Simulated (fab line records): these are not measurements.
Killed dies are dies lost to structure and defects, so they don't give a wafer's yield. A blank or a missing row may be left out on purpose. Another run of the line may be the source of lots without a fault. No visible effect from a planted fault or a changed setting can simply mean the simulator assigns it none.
Matching of chambers + flow n5Finfet + uvCure-01 running N5_BEOL_M9_CURE_71: 3 sister chambers
The step cures SiCOH lowk, time 240 s. 20 wafers are shown with their chamber, then 10 later ones without.

== WAFERS PAIRED WITH THEIR CHAMBERS ==
| wafer  | chamber | wafer_temp_C_max | lampPowerPct (%) |
|--------|---------|------------------|------------------|
| L075.1 | 2       | 388.1            | 52.38            |
| L075.4 | 2       | 387.1            | 52.29            |
| L075.6 | 2       | 387.0            | 52.30            |
| L078.1 | 0       | 387.2            | 52.33            |
| L078.2 | 0       | 387.1            | 52.36            |
| L078.3 | 0       | 386.6            | 52.33            |
| L080.1 | 1       | 387.2            | 52.35            |
| L080.4 | 1       | 387.0            | 52.33            |
| L080.5 | 1       | 387.5            | 52.31            |
| L081.1 | 2       | 387.6            | 52.31            |
| L081.2 | 2       | 387.0            | 52.32            |
| L081.6 | 2       | 386.8            | 52.35            |
| L083.3 | 0       | 386.5            | 52.30            |
| L083.5 | 0       | 386.8            | 52.32            |
| L083.6 | 0       | 386.4            | 52.30            |
| L086.1 | 0       | 386.8            | 52.22            |
| L086.2 | 0       | 386.4            | 52.22            |
| L086.5 | 0       | 387.3            | 52.28            |
| L086.3 | 0       | 386.7            | 52.30            |
| L086.4 | 0       | 387.3            | 52.37            |

SIGNATURES (averages over the wafers above)
| reading          | chamber 0 | chamber 1 | chamber 2 | scatter within a chamber |
|------------------|-----------|-----------|-----------|--------------------------|
| wafer_temp_C_max | 386.827   | 387.233   | 387.267   | 0.385                    |
| lampPowerPct     | 52.3027   | 52.3300   | 52.3250   | 0.0423                   |
Rule: distance of a wafer from a chamber = root of the sum over the readings of ((wafer's reading minus chamber's mean) / reading's scatter) squared. If the next closest chamber is less than 2 further off than the closest, the wafer can't be placed; otherwise it belongs to the closest. The scatter: take each reading less its chamber's mean, square it, sum over the shown wafers, divide by the number of wafers less the number of chambers, and take the root.

== WAFERS WITHOUT THEIR CHAMBER ==
| wafer  | wafer_temp_C_max | lampPowerPct (%) |
|--------|------------------|------------------|
| L086.6 | 386.7            | 52.30            |
| L088.2 | 387.1            | 52.32            |
| L088.4 | 386.1            | 52.27            |
| L088.6 | 386.6            | 52.32            |
| L090.2 | 387.4            | 52.29            |
| L090.3 | 387.4            | 52.32            |
| L090.5 | 387.6            | 52.30            |
| L095.1 | 387.4            | 52.33            |
| L095.2 | 386.6            | 52.34            |
| L095.3 | 387.8            | 52.39            |

== WHICH CHAMBER EACH WENT THROUGH ==
| wafer  | from the rows above          | in truth |
|--------|------------------------------|----------|
| L086.6 | can't be placed: 0 or 1 or 2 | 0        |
| L088.2 | can't be placed: 1 or 2 or 0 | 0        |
| L088.4 | can't be placed: 0 or 1 or 2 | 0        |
| L088.6 | can't be placed: 0 or 1 or 2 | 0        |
| L090.2 | can't be placed: 2 or 1 or 0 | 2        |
| L090.3 | can't be placed: 2 or 1 or 0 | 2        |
| L090.5 | can't be placed: 2 or 1 or 0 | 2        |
| L095.1 | can't be placed: 2 or 1 or 0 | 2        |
| L095.2 | can't be placed: 0 or 1 or 2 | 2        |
| L095.3 | can't be placed: 1 or 2 or 0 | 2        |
0 of 10 placed correctly. From these rows, 10 cannot be placed; in 10 the true chamber is one of the candidates. Wrongly placed: 0.
